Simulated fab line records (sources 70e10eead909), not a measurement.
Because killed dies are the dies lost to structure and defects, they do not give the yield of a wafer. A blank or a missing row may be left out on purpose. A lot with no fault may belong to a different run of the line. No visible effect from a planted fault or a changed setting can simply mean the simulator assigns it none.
Matching of chambers || flow nand harc || 4 sister chambers for NHARC_A_BONDPAD_ETCH_24 on rie diel-07
The step etches the open film in CF4/N2, target depth 30 nm, time 72.99 s. 4 wafers are shown with their chamber, then 8 later ones without.

EACH WAFER AND ITS CHAMBER
{"wafer": "L846.2", "chamber": 3, "rf vpp V (V)": 315.9}
{"wafer": "L851.1", "chamber": 0, "rf vpp V (V)": 311.9}
{"wafer": "L851.2", "chamber": 1, "rf vpp V (V)": 314.2}
{"wafer": "L856.3", "chamber": 2, "rf vpp V (V)": 314.2}

WAFERS WITH NO CHAMBER GIVEN
{"wafer": "L856.4", "rf vpp V (V)": 311.1}
{"wafer": "L856.6", "rf vpp V (V)": 314.5}
{"wafer": "L859.3", "rf vpp V (V)": 314.6}
{"wafer": "L859.4", "rf vpp V (V)": 315.9}
{"wafer": "L859.6", "rf vpp V (V)": 315.1}
{"wafer": "L858.2", "rf vpp V (V)": 312.3}
{"wafer": "L858.3", "rf vpp V (V)": 316.6}
{"wafer": "L858.6", "rf vpp V (V)": 316.6}

THE CHAMBER EACH PASSED THROUGH
{"wafer": "L856.4", "from the rows above": 0, "in truth": 0}
{"wafer": "L856.6", "from the rows above": "can't be placed: 1 or 2 or 3", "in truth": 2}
{"wafer": "L859.3", "from the rows above": "can't be placed: 1 or 2 or 3", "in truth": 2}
{"wafer": "L859.4", "from the rows above": 3, "in truth": 3}
{"wafer": "L859.6", "from the rows above": "can't be placed: 3 or 1 or 2", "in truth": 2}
{"wafer": "L858.2", "from the rows above": 0, "in truth": 0}
{"wafer": "L858.3", "from the rows above": 3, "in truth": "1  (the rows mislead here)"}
{"wafer": "L858.6", "from the rows above": 3, "in truth": 3}
4 of 8 placed correctly. Unplaceable from these rows: 3, with the true chamber sitting among the candidates in 3. 1 placed wrongly.
How it was worked out, from the rows above alone: a wafer's distance from a chamber is the root of the sum, over the readings, of the square of ((its reading less the chamber's mean) divided by the reading's scatter). If the next closest chamber is less than 2 further off than the closest, the wafer can't be placed; otherwise it belongs to the closest. The mean given for a chamber averages the wafers shown for that chamber. The scatter: with one shown wafer a chamber, the root of the mean of the squares of how far each hidden wafer lies from its nearest shown one.
